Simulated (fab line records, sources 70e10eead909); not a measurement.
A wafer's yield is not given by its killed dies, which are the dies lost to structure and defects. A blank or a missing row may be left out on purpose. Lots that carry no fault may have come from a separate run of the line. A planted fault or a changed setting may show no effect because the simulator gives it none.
Check for tools in common	flow nandHarc	Sample size 12 lots and 36 wafers

WHY IT WAS OPENED
On 2 of the 12 lots, a flag is raised at NHARC_THIN_TSV_INSPECT_40 on the reading rawDefectCount. No-fault wafers: 551, standard deviation 97.
Rule: flag the lot when none of its wafers has a number, or when each of its wafers that has one lies beyond 4 standard deviations from that mean. The rest of the lots are taken to be sound.

lot	measured	on	rawDefectCount, wafer by wafer	flag
L481	day 24 16:11	defectInspect-02	471 567 693	
L479	day 24 16:11	defectInspect-01	462 561 449	
L480	day 25 02:49	defectInspect-01	612 535 594	
L482	day 25 02:49	defectInspect-02	615 508 659	
L486	day 27 16:59	defectInspect-02	589 499 569	
L487	day 28 01:51	defectInspect-01	472 394 477	
L489	day 28 23:32	defectInspect-01	509 522 613	
L490	day 29 04:56	defectInspect-01	518 507 462	
L492	day 29 04:56	defectInspect-02	795 796 667	
L493	day 30 02:02	defectInspect-02	508 379 370	
L501	day 33 02:07	defectInspect-02	1045 1204 1044	FLAGGED
L500	day 33 02:07	defectInspect-01	1055 1088 952	FLAGGED
On average the flagged lots' numbers are 1065, which is +514 against the usual, or +5 standard deviations.

EACH LOT AND THE TOOL IT RAN ON
3 process steps preceding the reading are held in the record, out of 1302 steps in the route. Cell contents, in order: the tool; ch with the chambers the sampled wafers went through; the start.
lot	flag	NHARC_THIN_TSV_ETCHBACK_48	NHARC_THIN_TSV_DESCUM_35	NHARC_THIN_TSV_STRIP_57
L481		rieDiel-07 ch 0,2,3, day 24 04:07	rieDiel-07 ch 2,3, day 24 07:58	wetBench-10 ch 1,5,6, day 24 08:49
L479		rieDiel-10 ch 0,2,3, day 24 02:51	rieDiel-10 ch 0,1, day 24 06:38	wetBench-08 ch 0,3,4, day 24 07:31
L480		rieDiel-10 ch 2,3, day 24 18:20	rieDiel-07 ch 0,3, day 24 22:41	wetBench-10 ch 2,4,6, day 24 23:47
L482		rieDiel-08 ch 0,1, day 24 17:11	rieDiel-10 ch 0,2,3, day 24 21:00	wetBench-08 ch 0,6,7, day 24 21:49
L486		rieDiel-07 ch 0,3, day 27 04:41	rieDiel-10 ch 0,1,2, day 27 08:30	wetBench-10 ch 0,1,3, day 27 09:21
L487		rieDiel-07 ch 2,3, day 27 16:13	rieDiel-10 ch 1,3, day 27 20:03	wetBench-10 ch 2,3,6, day 27 20:53
L489		rieDiel-08 ch 0,1, day 28 14:52	rieDiel-08 ch 1,2,3, day 28 18:35	wetBench-08 ch 1,2,6, day 28 19:23
L490		rieDiel-07 ch 0,1, day 28 19:15	rieDiel-10 ch 2,3, day 28 23:04	wetBench-10 ch 3,5,6, day 28 23:54
L492		rieDiel-08 ch 0,1,3, day 28 20:32	rieDiel-07 ch 0,1,3, day 29 00:15	wetBench-10 ch 0,1,6, day 29 01:03
L493		rieDiel-07 ch 2,3, day 29 16:30	rieDiel-10 ch 2,3, day 29 20:11	wetBench-08 ch 1,4,7, day 29 21:02
L501	FLAGGED	rieDiel-07 ch 0,1,2, day 32 16:37	rieDiel-08 ch 0,1,2, day 32 20:21	wetBench-10 ch 0,4,6, day 32 21:11
L500	FLAGGED	rieDiel-08 ch 1,2,3, day 32 17:50	rieDiel-07 ch 0,2,3, day 32 21:38	wetBench-10 ch 1,2,5, day 32 22:26
What is done by these steps:
- NHARC_THIN_TSV_ETCHBACK_48: etches the open film in C4F8/Ar, target depth 1028.5 nm, time 405.17 s.
- NHARC_THIN_TSV_DESCUM_35: chemistry O2, time 3 s.
- NHARC_THIN_TSV_STRIP_57: strips in post etch residue remover, time 1200 s.
- NHARC_THIN_TSV_INSPECT_40

FLAGGED OVER TOTAL, TOOL BY TOOL (the gauges that took the reading come last)
step	tool	lots run	flagged	share of the flagged lots	sound lots run after its first flagged lot
NHARC_THIN_TSV_ETCHBACK_48	rieDiel-07	6	1	some	0
NHARC_THIN_TSV_ETCHBACK_48	rieDiel-08	4	1	some	0
NHARC_THIN_TSV_ETCHBACK_48	rieDiel-10	2	0	none	-
NHARC_THIN_TSV_DESCUM_35	rieDiel-07	4	1	some	0
NHARC_THIN_TSV_DESCUM_35	rieDiel-08	2	1	some	0
NHARC_THIN_TSV_DESCUM_35	rieDiel-10	6	0	none	-
NHARC_THIN_TSV_STRIP_57	wetBench-08	4	0	none	-
NHARC_THIN_TSV_STRIP_57	wetBench-10	8	2	all	0
NHARC_THIN_TSV_INSPECT_40	defectInspect-01	6	1	some	0
NHARC_THIN_TSV_INSPECT_40	defectInspect-02	6	1	some	0

WHAT THE TABLE PERMITS
All flagged lots share 1 row of the table, namely wetBench-10 at NHARC_THIN_TSV_STRIP_57.
- wetBench-10 at NHARC_THIN_TSV_STRIP_57 ran 8 lots, 2 of them flagged. Its last sound lot is L492 (day 29 01:03), its first flagged lot L501 (day 32 21:11): a fault that began between those two fits.
Just one tool remains: wetBench-10 at NHARC_THIN_TSV_STRIP_57.

WHAT THE SIMULATOR HAD PUT IN
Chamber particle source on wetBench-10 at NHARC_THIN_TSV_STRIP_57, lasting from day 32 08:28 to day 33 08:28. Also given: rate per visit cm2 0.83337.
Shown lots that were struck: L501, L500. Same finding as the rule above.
